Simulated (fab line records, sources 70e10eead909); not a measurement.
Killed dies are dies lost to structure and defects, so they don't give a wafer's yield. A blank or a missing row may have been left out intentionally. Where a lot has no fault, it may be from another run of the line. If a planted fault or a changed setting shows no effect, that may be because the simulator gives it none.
A lot that was struck, set against a sound lot | flow nandHarc | 15 out of 1302 route steps
Sound: wafers L492.3, L492.4, L492.6. Struck: wafer L484.4 (left out: L484.1, L484.3 of the same lot, which were not struck); the cause appears at the end.
At each step with rows: each side's tool, then ch and its chambers, then its first start. Under that, the readings that differ: sound wafers | struck wafers | difference of the means | sigmas: that difference in standard deviations of wafers without a fault.
alike: readings with means less than 2 such deviations apart, plus words and numbers identical on both sides. not compared: withheld readings, readings lacking a value on some wafer, bounds such as >300 that could conceal the same value, and numbers that have no deviation in the record and whose values overlap.
Wherever a step has rows on one side only, a row that says differs or no value, or a row with sigmas, the two part there. Numbers that have no deviation but don't overlap get no sigmas and don't part them. Lack of a reading on every wafer of one side parts them only where that side has two or more wafers.

first, 8 steps without rows for these wafers: NHARC_A_M0_HMDS_02 (time 30 s); NHARC_A_M0_COAT_33 (time 65 s); NHARC_A_M0_COAT_03 (resist thk 90 nm); NHARC_A_M0_SOFTBAKE_04 (time 55 s); NHARC_A_M0_EBR_05; NHARC_A_M0_EXPOSE_06 (exposes mask A M0, target cd 80 nm); NHARC_A_M0_PEB_07 (peb time 65 s); NHARC_A_M0_DEVELOP_08 (develop time 35 s).
NHARC_A_M0_CD_MEAS_09 targets a cd of 80 nm.
  sound on cdSem-03 ch 0, day 28 01:22; struck on cdSem-01 ch 0, day 24 06:44
reading   | sound          | struck | difference | sigmas
cdNm (nm) | 80.3 80.1 79.8 | 78.4   | -1.7       | -2
NHARC_A_M0_OVL_MEAS_10: pitch 160 nm.
  sound: overlay-01 at day 28 01:28; struck: overlay-02 at day 24 06:49
  alike: overlayXNm, overlayYNm
NHARC_A_M0_INSPECT_11:
  sound: defectInspect-01 at day 28 01:30; struck: defectInspect-01 at day 24 06:52
  alike: rawDefectCount
NHARC_A_M0_DESCUM_14: chemistry O2, time 3 s.
  sound on rieDiel-13 ch 0,1,3, day 28 01:34; struck on rieDiel-13 ch 1, day 24 06:56
  alike: drypumpMotorCurrentA, oesProductAu, rfVppV, showerheadPlenumPTorr, throttleValvePct
  not compared: rfHoursCounterH
NHARC_A_M0_ETCH_34: etches the open film in N2/H2, target depth 40 nm, overetch 12 nm, time 43.94 s.
  sound on rieDiel-13 ch 0,2,3, day 28 01:39; struck on rieDiel-13 ch 0, day 24 07:01
reading             | sound             | struck | difference | sigmas
oesProductAu (a.u.) | 1.007 1.012 1.008 | 0.864  | -0.145     | -13
  alike: drypumpMotorCurrentA, rfVppV, showerheadPlenumPTorr, throttleValvePct
  not compared: rfHoursCounterH
NHARC_A_M0_ETCH_15: etches the open film in C4F8/Ar, target depth 150 nm, overetch 15 nm, time 82.5 s.
  sound on rieDiel-13 ch 0,2,3; struck on rieDiel-13 ch 0
  alike: oesProductAu, rfVppV
  not compared: rfHoursCounterH
NHARC_END_SORT_01:
  sound on prober-01 ch 0, day 29 19:37; struck on prober-01 ch 0, day 26 01:38
  alike: defectLimitedYield, killedAtArray, killedAtOther, killedAtPeriphery, killedDies, killedOpen, killedShort

== WHERE THEY PART ==
At NHARC_A_M0_CD_MEAS_09 first; at NHARC_A_M0_ETCH_34 last (within this record only). Later steps at which nothing parts them and some readings are alike: NHARC_A_M0_ETCH_15, NHARC_END_SORT_01.

WHY: whatever the simulator had introduced
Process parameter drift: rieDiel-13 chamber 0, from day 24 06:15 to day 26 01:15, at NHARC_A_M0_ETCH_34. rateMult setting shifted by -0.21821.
